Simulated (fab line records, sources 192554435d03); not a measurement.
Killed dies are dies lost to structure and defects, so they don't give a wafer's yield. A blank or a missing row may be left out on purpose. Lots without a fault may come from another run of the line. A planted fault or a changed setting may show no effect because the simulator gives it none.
fab line records | flow n5_finfet
record lots=7 wafers=21
route steps=1938 shown BEOL_M11@1579 BEOL_M12@1623 BEOL_M15@1773 TV_LITHO@1879 PASSIVATION@1929
start_h: hours from the record's first day to the start of the lot's first wafer shown | wait_h: hours since the lot's step before | " the same as in the row above | L1.1+2: a row that stands for several wafers | - no value, or no start given | * or withheld: withheld | < > ~ a bound
route shown NAME@n: a module of which the file shows steps, and the number in the route of the first | usual: mean/standard deviation of fault-free wafers | same: alike in all rows | chamber/n: place in a boat | sites: the reading at each site | _std_site: their standard deviation | _edge_site: outer sites' mean less inner sites' | radius_mm: how far each site lies from the wafer's centre | mask NAME#n: copy n | behind: the tool/chamber that last shaped the wafer | hold: why the lot was held/for how many hours/how that ended | device: the transistor (n, p or np) that didn't switch | end of line: the same wafers' tests at the end of the route | a step without rows: its recipe alone | killed: dies lost to structure and defects at the first sort, not the wafer's yield | map: a wafer's dies, x killed, . not, _ none there
set.NAME: the setting as run; set.NAME@STEP: as run at that earlier step | model.NAME: the simulator's own value behind a step, which no gauge read
lots whose settings were changed on purpose; a table a step, a row a wafer
## steps
# step N5_BEOL_M11_ETCH_41
# recipe chemistry=CH3F/O2 target=SiCN target_depth_a=426 taper_deg=2 time_s=86 ion_energy_ev=120 mask_material=TiN pressure_mtorr=30 source_w=395 bias_w=75 Ar_flow_sccm=150 CH3F_flow_sccm=30 O2_flow_sccm=20
# columns lot.wafer tool chamber start_h wait_h set.time_s model.etch.depth_nm
L074.3 rie_diel-06 1 - - 86 34.06
L074.4 " 3 " " 86 32.84
L074.6 " 1 " " 86 34.14
L076.1 rie_diel-06 3 - - 86 33.25
L076.3 " 0 " " 102.5 39.1
L076.4 " 1 " " 86 34.15
L085.1 rie_diel-03 1 - - 80.67 31.11
L085.2 " 3 " " 80.67 31.14
L085.6 " 1 " " 86 33.2
L086.1 rie_diel-03 3 - - 86 32.92
L086.4 " 0 " " 86 34.7
L086.6 " 3 " " 86 33.05
L089.1 rie_diel-06 3 - - 86 32.6
L089.4 " 0 " " 103.1 39.22
L089.6 " 0 " " 86 32.86
L090.1 rie_diel-02 2 - - 86 32.19
L090.3 " 3 " " 86 32.59
L090.6 " 3 " " 86 32.44
L093.4 rie_diel-02 1 - - 86 32.57
L093.5 " 0 " " 73.48 28.23
L093.6 " 3 " " 73.48 27.63
# step N5_BEOL_M12_COAT_65
# recipe resist=SOC temp_c=250 time_s=60 spin_rpm=1500 resist_thk_nm=300
# columns lot.wafer tool chamber start_h wait_h set.spin_rpm model.SOC_of_BEOL_M12_COAT_65.thk_nm
L074.3 litho_track-03 0 303.70 0.0 1500 302
L074.4 " 0 " " 1500 300.6
L074.6 " 0 " " 1500 301
L076.1 litho_track-03 0 311.04 0.0 1629 288.8
L076.3 " 0 " " 1500 300.4
L076.4 " 0 " " 1500 301.2
L085.1 litho_track-02 0 360.40 0.0 1500 300.6
L085.2 " 0 " " 1347 318
L085.6 " 0 " " 1500 301.8
L086.1+6 litho_track-05 0 367.54 0.0 1500 300
L086.4 " 0 " " 1446 305
L089.1 litho_track-05 0 382.93 0.0 1500 297.8
L089.4 " 0 " " 1500 298.6
L089.6 " 0 " " 1500 297
L090.1 litho_track-03 0 412.28 0.0 1500 299.6
L090.3+6 " 0 " " 1500 300
L093.4+6 litho_track-02 0 419.11 0.0 1500 300.4
L093.5 " 0 " " 1500 300.8
# step N5_BEOL_M15_ILD_DEP_00
# recipe material=SiO2 target_thk_a=16293 temp_c=400 precursor=TEOS/O2 pressure_torr=6.5 rf_w=900 teos_flow_sccm=161.4 gas=O2 flow_sccm=2650 time_s=346.1
# columns lot.wafer tool chamber start_h wait_h set.time_s model.SiO2_of_BEOL_M15_ILD_DEP_00.thk_nm
L074.3 pecvd-01 1 319.79 0.0 346.1 1644
L074.4 " 0 " " 346.1 1630
L074.6 " 1 " " 346.1 1658
L076.1 pecvd-01 0 331.67 0.0 346.1 1614
L076.3 " 2 " " 346.1 1634
L076.4 " 1 " " 346.1 1672
L085.1 pecvd-01 0 377.27 0.0 323.8 1517
L085.2 " 2 " " 346.1 1609
L085.6 " 2 " " 323.8 1505
L086.1 pecvd-01 1 387.82 0.0 346.1 1632
L086.4 " 1 " " 346.1 1662
L086.6 " 0 " " 329.2 1561
L089.1 pecvd-04 0 400.49 0.0 346.1 1644
L089.4 " 1 " " 346.1 1666
L089.6 " 0 " " 346.1 1664
L090.1 pecvd-03 1 427.01 0.0 377.5 1788
L090.3 " 0 " " 346.1 1599
L090.6 " 1 " " 346.1 1675
L093.4 pecvd-03 2 431.16 0.1 346.1 1600
L093.5 " 0 " " 346.1 1611
L093.6 " 1 " " 376.8 1790
# step N5_BEOL_M15_THK_MEAS_01
# recipe reads=SiO2_of_BEOL_M15_ILD_DEP_00
# usual M15_ILD_THK=1621/26
# columns lot.wafer tool chamber start_h wait_h set.time_s@BEOL_M15_ILD_DEP_00 M15_ILD_THK[nm]
L074.3 film_metro-02 - 320.04 0.1 346.1 1645
L074.4 " - " " 346.1 1630
L074.6 " - " " 346.1 1658
L076.1 film_metro-02 - 331.92 0.1 346.1 1615
L076.3 " - " " 346.1 1634
L076.4 " - " " 346.1 1673
L085.1 film_metro-01 - 377.52 0.1 323.8 1518
L085.2 " - " " 346.1 1609
L085.6 " - " " 323.8 1504
L086.1 film_metro-02 - 388.07 0.1 346.1 1632
L086.4 " - " " 346.1 1661
L086.6 " - " " 329.2 1562
L089.1 film_metro-02 - 400.74 0.1 346.1 1643
L089.4 " - " " 346.1 1666
L089.6 " - " " 346.1 1663
L090.1 film_metro-02 - 427.26 0.1 377.5 1788
L090.3 " - " " 346.1 1598
L090.6 " - " " 346.1 1675
L093.4 film_metro-01 - 431.30 0.0 346.1 1601
L093.5 " - " " 346.1 1612
L093.6 " - " " 376.8 1789
# step N5_BEOL_M15_COAT_58
# recipe resist=BARC temp_c=205 time_s=60 spin_rpm=1500 resist_thk_nm=89
# step N5_BEOL_M15_COAT_04
# recipe spin_rpm=1704 resist_thk_nm=800
# step N5_BEOL_M15_DESCUM_15
# recipe chemistry=O2 time_s=7.9 source_power_w=50 bias_power_w=20 pressure_mtorr=20 rf_frequency_hz=2.712e+07 temp_c=40 o2_flow_sccm=225
# step N5_BEOL_M15_ETCH_59
# recipe chemistry=N2/H2 target=BARC target_depth_a=890 overetch_a=267 time_s=67.9 ion_energy_ev=200 pressure_mtorr=30 source_w=840 bias_w=150 n2_flow_sccm=200 h2_flow_sccm=200
# step N5_BEOL_M15_VIA_ETCH_16
# recipe chemistry=C4F8/O2/Ar target=SiO2 he_inner_torr=15 he_outer_torr=30 target_depth_a=17922 time_s=withheld ion_energy_ev=800 pressure_mtorr=20 source_w=1905 bias_w=2040 Ar_flow_sccm=400 C4F8_flow_sccm=16 O2_flow_sccm=12 ends=cleared
# columns lot.wafer tool chamber start_h wait_h set.time_s@BEOL_M15_ILD_DEP_00 model.etch.depth_nm model.coat_of_BEOL_M15_COAT_04.thk_nm
L074.3 rie_diel-06 2 320.64 0.0 * 1644 348.8
L074.4 " 3 " " * 1630 347
L074.6 " 2 " " * 1658 346.6
L076.1 rie_diel-02 0 332.40 0.0 * 1614 340.2
L076.3 " 1 " " * 1634 335.2
L076.4 " 2 " " * 1672 321.6
L085.1 rie_diel-03 3 378.24 0.0 * 1517 362.8
L085.2 " 0 " " * 1609 338
L085.6 " 1 " " * 1505 356.8
L086.1 rie_diel-02 2 388.57 0.0 * 1632 320.4
L086.4 " 3 " " * 1662 318.8
L086.6 " 2 " " * 1561 339
L089.1 rie_diel-02 3 401.22 0.0 * 1644 324.2
L089.4 " 2 " " * 1666 320
L089.6 " 2 " " * 1664 318.8
L090.1 rie_diel-02 2 427.90 0.0 * 1788 287.2
L090.3 " 1 " " * 1599 340.6
L090.6 " 3 " " * 1675 315.4
L093.4 rie_diel-03 2 432.28 0.1 * 1600 341.2
L093.5 " 3 " " * 1611 334.4
L093.6 " 0 " " * 1790 288.2
# step N5_BEOL_M15_COAT_22
# recipe spin_rpm=1704 resist_thk_nm=800
# columns lot.wafer tool chamber start_h wait_h set.spin_rpm model.coat_of_BEOL_M15_COAT_22.thk_nm
L074.3 litho_track-03 0 - - 1704 798.4
L074.4 " 0 " " 1704 799.4
L074.6 " 0 " " 1704 799.6
L076.1 litho_track-01 0 - - 1704 803
L076.3 " 0 " " 1704 802.8
L076.4 " 0 " " 1704 801.4
L085.1 litho_track-03 0 - - 1549 834
L085.2 " 0 " " 1549 836.8
L085.6 " 0 " " 1549 835.6
L086.1 litho_track-03 0 - - 1854 763.2
L086.4 " 0 " " 1704 796
L086.6 " 0 " " 1704 797.8
L089.1 litho_track-02 0 - - 1552 838.2
L089.4 " 0 " " 1704 801.4
L089.6 " 0 " " 1704 800.8
L090.1+3 litho_track-02 0 - - 1704 801.2
L090.6 " 0 " " 1704 801.6
L093.4 litho_track-01 0 - - 1704 803.2
L093.5 " 0 " " 1513 852.2
L093.6 " 0 " " 1704 802.6
# step N5_BEOL_M15_DEVELOP_27
# recipe develop_time_s=45 rinse_liquid=diw dry=air_spin dev_temp_c=21
# columns lot.wafer tool chamber start_h wait_h set.develop_time_s
L074.3+4+6 litho_track-01 0 - - 45
L076.1+3 litho_track-02 0 - - 40.39
L076.4 " 0 " " 45
L085.1+6 litho_track-03 0 - - 45
L085.2 " 0 " " 35.2
L086.1+4+6 litho_track-02 0 - - 45
L089.1+6 litho_track-02 0 - - 45
L089.4 " 0 " " 51.36
L090.1 litho_track-03 0 - - 45
L090.3+6 " 0 " " 54.65
L093.4+5+6 litho_track-01 0 - - 45
# step N5_BEOL_M15_HARDBAKE_32
# recipe temp_c=130 time_s=120
# step N5_BEOL_M15_DESCUM_33
# recipe chemistry=O2 time_s=7.9 source_power_w=50 bias_power_w=20 pressure_mtorr=20 rf_frequency_hz=2.712e+07 temp_c=40 o2_flow_sccm=225
# step N5_BEOL_M15_ETCH_61
# recipe chemistry=N2/H2 target=BARC target_depth_a=890 overetch_a=267 time_s=67.9 ion_energy_ev=200 pressure_mtorr=30 source_w=840 bias_w=150 n2_flow_sccm=200 h2_flow_sccm=200
# step N5_BEOL_M15_TRENCH_ETCH_34
# recipe chemistry=C4F8/O2/Ar target=SiO2 target_depth_a=8729.3 he_inner_torr=15 he_outer_torr=30 time_s=199 ion_energy_ev=800 pressure_mtorr=20 source_w=1905 bias_w=2040 Ar_flow_sccm=400 C4F8_flow_sccm=16 O2_flow_sccm=12
# columns lot.wafer tool chamber start_h wait_h set.spin_rpm@BEOL_M15_COAT_22 model.coat_of_BEOL_M15_COAT_22.thk_nm
L074.3 rie_diel-03 2 322.25 0.0 1704 540.6
L074.4 " 3 " " 1704 538.6
L074.6 " 1 " " 1704 536
L076.1 rie_diel-06 0 333.86 0.0 1704 539.2
L076.3 " 1 " " 1704 539.6
L076.4 " 2 " " 1704 552.4
L085.1 rie_diel-06 3 379.73 0.0 1549 579.2
L085.2 " 2 " " 1549 584.4
L085.6 " 2 " " 1549 585.2
L086.1 rie_diel-06 0 390.16 0.0 1854 501.4
L086.4 " 2 " " 1704 546.8
L086.6 " 2 " " 1704 548
L089.1 rie_diel-06 1 402.90 0.0 1552 573.4
L089.4 " 3 " " 1704 550
L089.6 " 3 " " 1704 550.2
L090.1 rie_diel-03 0 430.37 0.0 1704 525.4
L090.3 " 3 " " 1704 543.4
L090.6 " 0 " " 1704 526
L093.4 rie_diel-03 0 433.89 0.1 1704 526.6
L093.5 " 3 " " 1513 594
L093.6 " 0 " " 1704 524.2
# step N5_PASSIVATION_EXPOSE_07
# recipe mask_id=TV na=0.55 source_shape=conventional sigma_outer=0.8 polarization=unpolarized defocus_nm=0 target_cd_nm=3000 dose_mj=22.75
# columns lot.wafer tool chamber start_h wait_h mask set.dose_mj
L074.3+4+6 krf_scanner-01 0 330.10 - TV#0 22.75
L076.1 krf_scanner-01 0 342.58 - TV#0 22.75
L076.3+4 " 0 " " TV#0 24.13
L085.1+2 krf_scanner-02 0 390.02 - TV#0 21.92
L085.6 " 0 " " TV#0 22.75
L086.1+4+6 krf_scanner-02 0 398.55 - TV#0 22.75
L089.1+6 krf_scanner-01 0 414.67 - TV#0 22.75
L089.4 " 0 " " TV#0 23.8
L090.1+3 krf_scanner-01 0 439.80 - TV#0 21.14
L090.6 " 0 " " TV#0 22.75
L093.4+5 krf_scanner-01 0 443.03 - TV#0 21.77
L093.6 " 0 " " TV#0 22.75
# step N5_PASSIVATION_PEB_08
# recipe peb_temp_c=withheld peb_time_s=*
# step N5_PASSIVATION_DEVELOP_09
# recipe develop_time_s=60 rinse_liquid=diw dry=air_spin dev_temp_c=21
# step N5_PASSIVATION_HARDBAKE_11
# recipe temp_c=130 time_s=120
# step N5_PASSIVATION_CD_MEAS_10
# recipe target_cd_nm=3000 landing_energy_ev=500 detector=se_inlens
# usual cd_nm=2999.7/2.7
# columns lot.wafer tool chamber start_h wait_h set.dose_mj@PASSIVATION_EXPOSE_07 cd_nm
L074.3 cd_sem-03 0 330.27 - 22.75 3001.4
L074.4 " 0 " " 22.75 3005.2
L074.6 " 0 " " 22.75 3001.1
L076.1 cd_sem-03 0 342.76 - 22.75 2998.9
L076.3 " 0 " " 24.13 3016.6
L076.4 " 0 " " 24.13 3013.0
L085.1 cd_sem-02 0 390.20 - 21.92 2992.9
L085.2 " 0 " " 21.92 2994.4
L085.6 " 0 " " 22.75 3000.2
L086.1 cd_sem-01 0 398.72 - 22.75 2998.6
L086.4 " 0 " " 22.75 2998.7
L086.6 " 0 " " 22.75 2994.5
L089.1 cd_sem-02 0 414.85 - 22.75 3001.5
L089.4 " 0 " " 23.8 3012.3
L089.6 " 0 " " 22.75 3000.7
L090.1 cd_sem-02 0 439.97 - 21.14 2985.7
L090.3 " 0 " " 21.14 2984.8
L090.6 " 0 " " 22.75 3001.8
L093.4 cd_sem-02 0 443.19 - 21.77 2991.8
L093.5 " 0 " " 21.77 2990.5
L093.6 " 0 " " 22.75 2996.6
# step N5_PASSIVATION_DESCUM_12
# recipe chemistry=O2 time_s=7.9 source_power_w=50 bias_power_w=20 pressure_mtorr=20 rf_frequency_hz=2.712e+07 temp_c=40 o2_flow_sccm=225
# columns lot.wafer tool chamber start_h wait_h set.time_s set.dose_mj@PASSIVATION_EXPOSE_07 model.TV_LITHO.cd_nm
L074.3+6 rie_diel-06 2,3 330.36 0.0 7.9 22.75 3001
L074.4 " 3 " " 7.9 22.75 3005
L076.1 rie_diel-06 0 342.85 0.0 7.9 22.75 2999
L076.3 " 1 " " 7.9 24.13 3016
L076.4 " 3 " " 7.9 24.13 3013
L085.1 rie_diel-03 3 390.87 0.6 7.9 21.92 2993
L085.2 " 0 " " 6.799 21.92 2995
L085.6 " 0 " " 6.799 22.75 3000
L086.1 rie_diel-06 0 398.81 0.0 7.9 22.75 2998
L086.4 " 3 " " 8.529 22.75 2998
L086.6 " 2 " " 7.9 22.75 2994
L089.1 rie_diel-03 0 415.24 0.3 7.023 22.75 3001
L089.4 " 1 " " 7.9 23.8 3012
L089.6 " 2 " " 7.9 22.75 3001
L090.1 rie_diel-03 2 440.18 0.2 6.852 21.14 2986
L090.3 " 1 " " 7.9 21.14 2985
L090.6 " 0 " " 6.852 22.75 3002
L093.4 rie_diel-02 2 443.40 0.2 7.9 21.77 2992
L093.5 " 1 " " 8.463 21.77 2991
L093.6 " 0 " " 7.9 22.75 2997
# step N5_PASSIVATION_PASS_ETCH_47
# recipe chemistry=CF4/O2 target=SiNx target_depth_a=7700 time_s=385 ion_energy_ev=100 pressure_mtorr=40 source_w=535 bias_w=49 Ar_flow_sccm=100 cf4_flow_sccm=100 O2_flow_sccm=10
# columns lot.wafer tool chamber start_h wait_h set.time_s model.etch.depth_nm
L074.3 rie_diel-04 2 334.07 0.0 385 722.5
L074.4 " 3 " " 385 807.8
L074.6 " 3 " " 385 800.4
L076.1 rie_diel-04 0 347.19 0.0 385 775.7
L076.3 " 2 " " 385 709.8
L076.4 " 3 " " 385 788.5
L085.1 rie_diel-01 1 395.50 0.0 306 598.4
L085.2 " 2 " " 385 800
L085.6 " 2 " " 306 641
L086.1 rie_diel-04 0 402.23 0.0 385 778.3
L086.4 " 1 " " 305.9 611
L086.6 " 3 " " 385 786.9
L089.1 rie_diel-01 0 419.41 0.0 352 696.1
L089.4 " 3 " " 352 708.3
L089.6 " 0 " " 385 764
L090.1 rie_diel-01 1 446.08 0.0 385 772.9
L090.3 " 2 " " 458 939.6
L090.6 " 3 " " 385 765.1
L093.4 rie_diel-05 3 447.87 0.0 385 743
L093.5 " 2 " " 385 778.5
L093.6 " 3 " " 360.9 707.4
## key
split step=N5_BEOL_M11_ETCH_41 setting=time_s stated=86 by=wafer
response step=N5_BEOL_M11_ETCH_41 reading=model.etch.depth_nm change=+0.309 per=1% r=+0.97
split step=N5_BEOL_M12_COAT_65 setting=spin_rpm stated=1500 by=wafer
response step=N5_BEOL_M12_COAT_65 reading=model.SOC_of_BEOL_M12_COAT_65.thk_nm change=-1.53 per=1% r=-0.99
split step=N5_BEOL_M15_ILD_DEP_00 setting=time_s stated=346.1 by=wafer
response step=N5_BEOL_M15_ILD_DEP_00 reading=model.SiO2_of_BEOL_M15_ILD_DEP_00.thk_nm change=+17.9 per=1% r=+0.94
response step=N5_BEOL_M15_THK_MEAS_01 reading=M15_ILD_THK change=+17.9 per=1% r=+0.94
response step=N5_BEOL_M15_VIA_ETCH_16 reading=model.etch.depth_nm change=+17.9 per=1% r=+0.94
response step=N5_BEOL_M15_VIA_ETCH_16 reading=model.coat_of_BEOL_M15_COAT_04.thk_nm change=-4.62 per=1% r=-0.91
split step=N5_BEOL_M15_COAT_22 setting=spin_rpm stated=1704 by=wafer
response step=N5_BEOL_M15_COAT_22 reading=model.coat_of_BEOL_M15_COAT_22.thk_nm change=-4.17 per=1% r=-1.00
response step=N5_BEOL_M15_TRENCH_ETCH_34 reading=model.coat_of_BEOL_M15_COAT_22.thk_nm change=-4.89 per=1% r=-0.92
split step=N5_BEOL_M15_DEVELOP_27 setting=develop_time_s stated=45 by=wafer
response none clear
split step=N5_PASSIVATION_EXPOSE_07 setting=dose_mj stated=22.75 by=wafer
response step=N5_PASSIVATION_CD_MEAS_10 reading=cd_nm change=+2.23 per=1% r=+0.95
response step=N5_PASSIVATION_DESCUM_12 reading=model.TV_LITHO.cd_nm change=+2.21 per=1% r=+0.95
split step=N5_PASSIVATION_DESCUM_12 setting=time_s stated=7.9 by=wafer
response none clear
split step=N5_PASSIVATION_PASS_ETCH_47 setting=time_s stated=385 by=wafer
response step=N5_PASSIVATION_PASS_ETCH_47 reading=model.etch.depth_nm change=+8.61 per=1% r=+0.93
